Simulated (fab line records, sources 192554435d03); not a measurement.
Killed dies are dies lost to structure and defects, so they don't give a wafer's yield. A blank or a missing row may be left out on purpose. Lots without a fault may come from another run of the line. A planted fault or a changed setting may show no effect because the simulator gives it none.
A struck lot beside a sound one | flow n5_finfet | 34 steps out of a route of 1938
Sound: wafers L345.1, L345.2, L345.6. Struck: wafer L347.3. (L347.2, L347.5 of the same lot were not struck and are left out.) The cause comes at the end.
At each step with rows: each side's tool, then ch and its chambers, then its first start. Under that, the readings that differ: sound wafers | struck wafers | difference of the means | sigmas: that difference in standard deviations of wafers without a fault.
alike: readings whose means differ by less than 2 such deviations, and words and numbers that are the same on both sides. not compared: withheld readings, readings that some wafer has no value for, bounds like >300 that may hide the same value, and numbers for which the record gives no deviation and whose values overlap.
The two part at a step that has a row with sigmas, a row that says differs or no value, or rows on one side only. Numbers that don't overlap but have no deviation are shown without sigmas and don't part them. A reading that every wafer of one side lacks parts them only if that side has two wafers or more.

first, 9 steps without rows for these wafers: N5_BEOL_M15_PRE_CLEAN_52 (time 15 s); N5_BEOL_M15_DEP_53 (deposits SiCN from 3MS/NH3, target thk 50 nm, time 17.8 s); N5_PASSIVATION_PECVD_00 (deposits SiO2 from SiH4/N2O, target thk 200 nm, time 11.2 s); N5_MIM_BOT_DEGAS_01 (time 60 s); N5_MIM_BOT_SPUTTER_00 (material TiN, target thk 35 nm, time 89.7 s); N5_MIM_TOP_ALD_00 (deposits Al2O3, purge time 3 s, co reactant pulse time 3 s); N5_MIM_TOP_ALD_01 (deposits HfO2, target thk 5.6 nm, pulse time 1 s, purge time 3 s); N5_MIM_TOP_ALD_02 (deposits Al2O3, purge time 3 s, co reactant pulse time 3 s); N5_MIM_TOP_DEGAS_04 (time 60 s).
N5_MIM_TOP_SPUTTER_03: material TiN, target thk 35 nm, time 89.7 s.
  sound on pvd_sputter-02, day 12 12:37; struck on pvd_sputter-02, day 12 17:37
  alike: throttle_valve_pct
then, 8 steps without rows for these wafers: N5_MIM_TOP_LITHO_HMDS_01 (time 60 s); N5_MIM_TOP_LITHO_COAT_02; N5_MIM_TOP_LITHO_EBR_04; N5_MIM_TOP_LITHO_SOFTBAKE_03 (time 90 s); N5_MIM_TOP_LITHO_EXPOSE_05 (exposes mask MIM TOP, target cd 2000 nm); N5_MIM_TOP_LITHO_PEB_06; N5_MIM_TOP_LITHO_DEVELOP_07 (develop time 60 s); N5_MIM_TOP_LITHO_HARDBAKE_09 (time 120 s).
N5_MIM_TOP_LITHO_INSPECT_12: inspects for defects (macro).
  sound on defect_inspect-01, day 12 13:03; struck on defect_inspect-02, day 12 18:11
  reading          | sound | struck | difference | sigmas
  raw_defect_count | 3 1 4 | 234    | +231       | +99 or more
then, 12 steps without rows for these wafers: N5_MIM_TOP_LITHO_DESCUM_10 (chemistry O2, time 7.9 s); N5_MIM_TOP_ETCH_ETCH_00 (etches TiN in Cl2/BCl3, target depth 38.5 nm); N5_MIM_TOP_ETCH_STRIP_01 (strips in O2); N5_MIM_TOP_ETCH_PECVD_03 (deposits SiNx from SiH4/NH3/N2, target thk 20 nm, time 17.6 s); N5_MIM_BOT_LITHO_HMDS_01 (time 60 s); N5_MIM_BOT_LITHO_COAT_02; N5_MIM_BOT_LITHO_EBR_04; N5_MIM_BOT_LITHO_SOFTBAKE_03 (time 90 s); N5_MIM_BOT_LITHO_EXPOSE_05 (exposes mask MIM BOT); N5_MIM_BOT_LITHO_PEB_06; N5_MIM_BOT_LITHO_DEVELOP_07 (develop time 60 s); N5_MIM_BOT_LITHO_HARDBAKE_09 (time 120 s).
N5_MIM_BOT_LITHO_INSPECT_12: inspects for defects (macro).
  sound on defect_inspect-02, day 12 13:54; struck on defect_inspect-01, day 12 19:03
  reading          | sound | struck | difference | sigmas
  raw_defect_count | 1 3 2 | 241    | +239       | +99 or more
then, 1 step without rows for these wafers: N5_MIM_BOT_LITHO_DESCUM_10 (chemistry O2, time 7.9 s).
N5_PASSIVATION_PROBE_49:
  the record has rows for the struck wafers here (prober-01, day 13 06:12) and none for the sound ones

WHERE THEY PART
First at N5_MIM_TOP_LITHO_INSPECT_12; last, within this record, at N5_PASSIVATION_PROBE_49.

WHY: what the simulator had put in
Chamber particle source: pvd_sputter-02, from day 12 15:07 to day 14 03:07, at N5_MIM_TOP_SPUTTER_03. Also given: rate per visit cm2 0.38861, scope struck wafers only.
